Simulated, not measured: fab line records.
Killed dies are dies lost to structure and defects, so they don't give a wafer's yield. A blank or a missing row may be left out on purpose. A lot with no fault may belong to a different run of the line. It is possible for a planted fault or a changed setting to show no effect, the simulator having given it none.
Split-lot trial / flow n5Finfet / 7 lots, 39 wafers read, on a route of 1938 steps

## THE SPLIT
At N5_GATE_CUT_ETCH_56 (etches TiN in Cl2/Ar, target depth 21.6 nm), the setting icpW was moved away from the recipe's 600 W on 12 of the 39 wafers read, by -10.2% to +6.3%. The other wafers ran this setting at the recipe's value.

Reading taken at the split's own step.

## THE READING
etch.depthNm (the simulator's own value, which no gauge read), in nm, at N5_GATE_CUT_ETCH_56 (etches TiN in Cl2/Ar, target depth 21.6 nm). There is no usual value for it anywhere in the file. Average 21.73 nm, standard deviation 0.35 nm, over the 27 wafers here run with the recipe.

wafer=L074.1; tool, chamber at the split=rieMetal-02, 0; icpW as run, W=600; against the recipe=recipe; etch.depthNm, nm=21.78; against lot-mates on the recipe=-
wafer=L074.2; tool, chamber at the split=rieMetal-02, 0; icpW as run, W=600; against the recipe=recipe; etch.depthNm, nm=21.9; against lot-mates on the recipe=-
wafer=L074.3; tool, chamber at the split=rieMetal-02, 0; icpW as run, W=600; against the recipe=recipe; etch.depthNm, nm=21.7; against lot-mates on the recipe=-
wafer=L074.4; tool, chamber at the split=rieMetal-02, 0; icpW as run, W=600; against the recipe=recipe; etch.depthNm, nm=21.94; against lot-mates on the recipe=-
wafer=L074.5; tool, chamber at the split=rieMetal-02, 0; icpW as run, W=600; against the recipe=recipe; etch.depthNm, nm=21.83; against lot-mates on the recipe=-
wafer=L074.6; tool, chamber at the split=rieMetal-02, 0; icpW as run, W=600; against the recipe=recipe; etch.depthNm, nm=22.02; against lot-mates on the recipe=-
wafer=L079.1; tool, chamber at the split=rieMetal-01, 0; icpW as run, W=600; against the recipe=recipe; etch.depthNm, nm=21.73; against lot-mates on the recipe=-
wafer=L079.2; tool, chamber at the split=rieMetal-01, 1; icpW as run, W=600; against the recipe=recipe; etch.depthNm, nm=21.39; against lot-mates on the recipe=-
wafer=L079.3; tool, chamber at the split=rieMetal-01, 1; icpW as run, W=638; against the recipe=+6.3%; etch.depthNm, nm=22.41; against lot-mates on the recipe=+0.87
wafer=L079.4; tool, chamber at the split=rieMetal-01, 0; icpW as run, W=600; against the recipe=recipe; etch.depthNm, nm=21.51; against lot-mates on the recipe=-
wafer=L079.5; tool, chamber at the split=rieMetal-01, 1; icpW as run, W=638; against the recipe=+6.3%; etch.depthNm, nm=22.52; against lot-mates on the recipe=+0.98
wafer=L079.6; tool, chamber at the split=rieMetal-01, 0; icpW as run, W=638; against the recipe=+6.3%; etch.depthNm, nm=22.77; against lot-mates on the recipe=+1.23
wafer=L080.1; tool, chamber at the split=rieMetal-01, 0; icpW as run, W=538.9; against the recipe=-10.2%; etch.depthNm, nm=19.56; against lot-mates on the recipe=-1.98
wafer=L080.2; tool, chamber at the split=rieMetal-01, 0; icpW as run, W=600; against the recipe=recipe; etch.depthNm, nm=21.62; against lot-mates on the recipe=-
wafer=L080.3; tool, chamber at the split=rieMetal-01, 0; icpW as run, W=538.9; against the recipe=-10.2%; etch.depthNm, nm=19.66; against lot-mates on the recipe=-1.88
wafer=L080.4; tool, chamber at the split=rieMetal-01, 0; icpW as run, W=538.9; against the recipe=-10.2%; etch.depthNm, nm=19.65; against lot-mates on the recipe=-1.89
wafer=L080.5; tool, chamber at the split=rieMetal-01, 0; icpW as run, W=600; against the recipe=recipe; etch.depthNm, nm=21.51; against lot-mates on the recipe=-
wafer=L080.6; tool, chamber at the split=rieMetal-01, 0; icpW as run, W=600; against the recipe=recipe; etch.depthNm, nm=21.5; against lot-mates on the recipe=-
wafer=L085.1; tool, chamber at the split=rieMetal-03, 0; icpW as run, W=600; against the recipe=recipe; etch.depthNm, nm=21.33; against lot-mates on the recipe=-
wafer=L085.2; tool, chamber at the split=rieMetal-03, 1; icpW as run, W=600; against the recipe=recipe; etch.depthNm, nm=22.32; against lot-mates on the recipe=-
wafer=L085.3; tool, chamber at the split=rieMetal-03, 0; icpW as run, W=600; against the recipe=recipe; etch.depthNm, nm=21.52; against lot-mates on the recipe=-
wafer=L085.4; tool, chamber at the split=rieMetal-03, 1; icpW as run, W=560.4; against the recipe=-6.6%; etch.depthNm, nm=20.95; against lot-mates on the recipe=-0.77
wafer=L085.5; tool, chamber at the split=rieMetal-03, 1; icpW as run, W=560.4; against the recipe=-6.6%; etch.depthNm, nm=20.95; against lot-mates on the recipe=-0.77
wafer=L085.6; tool, chamber at the split=rieMetal-03, 0; icpW as run, W=560.4; against the recipe=-6.6%; etch.depthNm, nm=20.37; against lot-mates on the recipe=-1.35
wafer=L089.2; tool, chamber at the split=rieMetal-03, 1; icpW as run, W=600; against the recipe=recipe; etch.depthNm, nm=22.23; against lot-mates on the recipe=-
wafer=L089.3; tool, chamber at the split=rieMetal-03, 1; icpW as run, W=600; against the recipe=recipe; etch.depthNm, nm=22.23; against lot-mates on the recipe=-
wafer=L089.5; tool, chamber at the split=rieMetal-03, 1; icpW as run, W=600; against the recipe=recipe; etch.depthNm, nm=22.27; against lot-mates on the recipe=-
wafer=L093.1; tool, chamber at the split=rieMetal-03, 1; icpW as run, W=600; against the recipe=recipe; etch.depthNm, nm=21.91; against lot-mates on the recipe=-
wafer=L093.2; tool, chamber at the split=rieMetal-03, 0; icpW as run, W=600; against the recipe=recipe; etch.depthNm, nm=21.3; against lot-mates on the recipe=-
wafer=L093.3; tool, chamber at the split=rieMetal-03, 0; icpW as run, W=600; against the recipe=recipe; etch.depthNm, nm=21.17; against lot-mates on the recipe=-
wafer=L093.4; tool, chamber at the split=rieMetal-03, 1; icpW as run, W=600; against the recipe=recipe; etch.depthNm, nm=22.04; against lot-mates on the recipe=-
wafer=L093.5; tool, chamber at the split=rieMetal-03, 0; icpW as run, W=600; against the recipe=recipe; etch.depthNm, nm=21.36; against lot-mates on the recipe=-
wafer=L093.6; tool, chamber at the split=rieMetal-03, 1; icpW as run, W=600; against the recipe=recipe; etch.depthNm, nm=21.94; against lot-mates on the recipe=-
wafer=L097.1; tool, chamber at the split=rieMetal-02, 1; icpW as run, W=600; against the recipe=recipe; etch.depthNm, nm=20.93; against lot-mates on the recipe=-
wafer=L097.2; tool, chamber at the split=rieMetal-02, 0; icpW as run, W=600; against the recipe=recipe; etch.depthNm, nm=21.95; against lot-mates on the recipe=-
wafer=L097.3; tool, chamber at the split=rieMetal-02, 1; icpW as run, W=561.5; against the recipe=-6.4%; etch.depthNm, nm=19.69; against lot-mates on the recipe=-1.88
wafer=L097.4; tool, chamber at the split=rieMetal-02, 0; icpW as run, W=561.5; against the recipe=-6.4%; etch.depthNm, nm=20.74; against lot-mates on the recipe=-0.83
wafer=L097.5; tool, chamber at the split=rieMetal-02, 0; icpW as run, W=600; against the recipe=recipe; etch.depthNm, nm=21.83; against lot-mates on the recipe=-
wafer=L097.6; tool, chamber at the split=rieMetal-02, 1; icpW as run, W=561.5; against the recipe=-6.4%; etch.depthNm, nm=19.84; against lot-mates on the recipe=-1.73

FIT RESULTS
A straight line over all 39 wafers: etch.depthNm changes by +0.187 nm for each +1% of icpW; r = +0.90; the points scatter about the line by 0.38 nm.
The same after taking each lot's own level away (the mean of its wafers on the recipe; 39 wafers): +0.182 nm for each +1%; r = +0.92; scatter 0.31 nm.
The reading moves by 1.9 nm for the largest change in icpW, on that fit.
From 21.543 to 22.243 nm: that is the span of the lots' own levels, equal to 2.0 times the standard deviation above.
The two slopes agree, so the slope changes little with the lot-to-lot level.
Check: -1.85 nm against its lot-mates is what the line predicts for one of the wafers moved furthest among these (-10.2%) when that wafer is left out of the fit. It came out at -1.98 nm against them.

## OTHER SPLITS APPLIED TO THESE WAFERS
These wafers also went through other splits before the reading. Each is held against what the fit with the lots' levels taken away leaves over:
other split on the same wafers=N5_DUMMY_GATE_EXPOSE_12 doseMj; wafers away from the commonest value=18; r with etch.depthNm (lot level and that fit taken away)=-0.03

## FILE'S OWN FIT
etch.depthNm changes by +0.183 nm for each +1% of icpW, r = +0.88.
